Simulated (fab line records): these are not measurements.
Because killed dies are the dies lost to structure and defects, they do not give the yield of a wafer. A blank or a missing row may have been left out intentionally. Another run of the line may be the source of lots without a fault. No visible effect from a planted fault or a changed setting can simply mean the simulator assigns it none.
A struck lot beside a sound one -- flow nandHarc -- 15 steps out of a route of 1302
Sound: these wafers, L817.2, L817.5, L817.6. Struck: wafer L814.5 (L814.2, L814.4, from the same lot, were not struck and are left out); the cause is given at the end.
For every step that has rows: the tool of each side, followed by ch and its chambers, followed by its first start. Under that, the readings that differ: sound wafers -- struck wafers -- difference of the means -- sigmas: that difference in standard deviations of wafers without a fault.
alike: words and numbers the same on both sides, and readings whose means are apart by under 2 such deviations; not compared: readings that were withheld, readings missing a value for some wafer, numbers with overlapping values and no deviation given by the record, and bounds like >300 which may hide the same value.
The two part at a step that has a row with sigmas, a row that says differs or no value, or rows on one side only. When numbers do not overlap yet have no deviation, they are printed without sigmas and do not part them. A reading missing from all wafers of one side parts the sides only when that side holds two or more wafers.

NHARC_A_DECK1_JOINT_CMP_02: polishes SiOx.
  sound on cmp-04 ch 0,1,2, day 21 07:26; struck on cmp-04 ch 2, day 19 10:35
  alike: motorCurrentA
after that, 1 step had no rows for these wafers: NHARC_A_DECK1_JOINT_SRD_15.
NHARC_A_DECK1_JOINT_DEP_16: deposits SiO2, target thk 45 nm.
  sound on pecvd-03 ch 1,2, day 21 07:48; struck on pecvd-01 ch 1, day 19 10:58
reading,sound,struck,difference,sigmas
heaterPowerW (W),758 537 758,440,-244,-2
  alike: throttleValvePct
NHARC_A_DECK1_JOINT_THK_MEAS_17: measures by ellipsometry.
  struck on filmMetro-01, day 19 11:14; sound on filmMetro-01, day 21 08:01
  alike: thkNm
NHARC_A_DECK1_JOINT_INSPECT_05:
  struck on defectInspect-01, day 19 11:17; sound on defectInspect-01, day 21 08:04
  alike: rawDefectCount
after that, 1 step with no rows for these wafers: NHARC_A_ONON_D2_DEP_00 (target thk 1000 nm).
NHARC_A_ONON_D2_THK_MEAS_02: measures by ellipsometry.
  struck on filmMetro-02, day 19 11:51; sound on filmMetro-01, day 21 08:38
  alike: thkNm
after that, 1 step with no rows for these wafers: NHARC_A_ONON_D2_DEP_03 (target thk 1000 nm).
NHARC_A_ONON_D2_THK_MEAS_05: measures by ellipsometry.
  struck on filmMetro-02, day 19 12:26; sound on filmMetro-01, day 21 09:12
  alike: thkNm
after that, 1 step with no rows for these wafers: NHARC_A_ONON_D2_DEP_06 (target thk 1000 nm).
NHARC_A_ONON_D2_THK_MEAS_08: measures by ellipsometry.
  struck on filmMetro-02, day 19 13:01; sound on filmMetro-01, day 21 09:46
  alike: thkNm
NHARC_A_ONON_D2_DEP_09: target thk 1000 nm.
  sound on pecvdOnon-03 ch 0, day 21 09:53; struck on pecvdOnon-01 ch 0, day 19 13:08
NHARC_A_ONON_D2_THK_MEAS_11: measures by ellipsometry.
  struck on filmMetro-02, day 19 13:35; sound on filmMetro-01, day 21 10:20
reading,sound,struck,difference,sigmas
thkNm (nm),1002 1001 1002,1448,+446,+51
after that, 1 step with no rows for these wafers: NHARC_A_ONON_D2_DEP_12 (target thk 1000 nm).
-- the record jumps here: 12 days lie between the struck wafers' starts before and after (it left off in module A_ONON_D2 and takes up again in module END, whose first step shown is number 1302 of the route) --
NHARC_END_SORT_01:
  at this point the record logs the struck wafers (prober-02 ch 0, day 31 16:33) and has no rows for the sound ones

## WHERE THEY PART
At NHARC_A_DECK1_JOINT_DEP_16 first; at NHARC_END_SORT_01 last (within this record only).

WHY: what the simulator had put in
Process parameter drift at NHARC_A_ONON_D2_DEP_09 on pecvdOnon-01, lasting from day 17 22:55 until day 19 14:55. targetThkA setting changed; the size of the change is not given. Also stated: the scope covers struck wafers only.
